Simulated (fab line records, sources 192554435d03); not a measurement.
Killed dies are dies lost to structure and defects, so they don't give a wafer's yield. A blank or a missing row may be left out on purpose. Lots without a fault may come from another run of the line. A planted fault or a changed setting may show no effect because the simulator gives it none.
Chamber matching | flow n5_finfet | N5_BEOL_M6_DESCUM_33 on rie_diel-04: 4 sister chambers
The step chemistry O2, time 7 s. 18 wafers are shown with their chamber, then 9 later ones without.

WAFERS WITH THEIR CHAMBER
wafer  | chamber | drypump_motor_current_A (A) | throttle_valve_pct (%) | showerhead_plenum_p_Torr (Torr)
L076.3 | 0       | 6.2                         | 20.81                  | 2.08
L076.4 | 1       | 6.3                         | 19.93                  | 2.12
L076.6 | 2       | 4.9                         | 20.13                  | 2.23
L075.1 | 2       | 4.9                         | 20.14                  | 2.23
L075.2 | 1       | 6.3                         | 19.92                  | 2.12
L075.3 | 0       | 6.2                         | 20.82                  | 2.08
L075.4 | 1       | 6.3                         | 19.94                  | 2.12
L075.5 | 2       | 4.9                         | 20.14                  | 2.23
L075.6 | 0       | 6.2                         | 20.81                  | 2.08
L080.1 | 1       | 6.3                         | 19.96                  | 2.12
L080.2 | 0       | 6.2                         | 20.82                  | 2.07
L080.4 | 3       | 6.2                         | 20.69                  | 2.17
L085.2 | 2       | 4.9                         | 20.17                  | 2.22
L085.4 | 0       | 6.1                         | 20.84                  | 2.07
L085.5 | 2       | 4.9                         | 20.17                  | 2.22
L086.1 | 3       | 6.2                         | 20.71                  | 2.16
L086.2 | 1       | 6.3                         | 19.96                  | 2.11
L086.3 | 0       | 6.2                         | 20.83                  | 2.07

SIGNATURES (means of the wafers above)
reading                  | chamber 0 | chamber 1 | chamber 2 | chamber 3 | scatter within a chamber
drypump_motor_current_A  | 6.183     | 6.300     | 4.900     | 6.200     | 0.0244
throttle_valve_pct       | 20.8217   | 19.9420   | 20.1500   | 20.7000   | 0.016
showerhead_plenum_p_Torr | 2.0750    | 2.1180    | 2.2260    | 2.1650    | 0.00535
Rule: a wafer's distance from a chamber is the root of the sum, over the readings, of the square of ((its reading less the chamber's mean) divided by the reading's scatter). The wafer belongs to the nearest chamber; if the next one is less than 2 further off, it can't be placed. The scatter: the root of (the sum of the squares of (reading less its chamber's mean) over the shown wafers, divided by (wafers less chambers)).

WAFERS WITHOUT THEIR CHAMBER
wafer  | drypump_motor_current_A (A) | throttle_valve_pct (%) | showerhead_plenum_p_Torr (Torr)
L088.1 | 6.1                         | 20.72                  | 2.16
L088.3 | 6.3                         | 19.95                  | 2.11
L088.4 | 4.9                         | 20.18                  | 2.22
L090.1 | 6.2                         | 20.71                  | 2.16
L090.2 | 4.9                         | 20.17                  | 2.22
L090.4 | 6.3                         | 19.98                  | 2.11
L097.1 | 6.2                         | 20.75                  | 2.15
L097.3 | 4.9                         | 20.21                  | 2.21
L097.5 | 6.3                         | 20.01                  | 2.11

WHICH CHAMBER EACH WENT THROUGH
wafer  | from the rows above | in truth
L088.1 | 3                   | 3
L088.3 | 1                   | 1
L088.4 | 2                   | 2
L090.1 | 3                   | 3
L090.2 | 2                   | 2
L090.4 | 1                   | 1
L097.1 | 3                   | 3
L097.3 | 2                   | 2
L097.5 | 1                   | 1
Placed correctly: 9 of 9. Can't be placed from these rows: 0. Placed wrongly: 0.
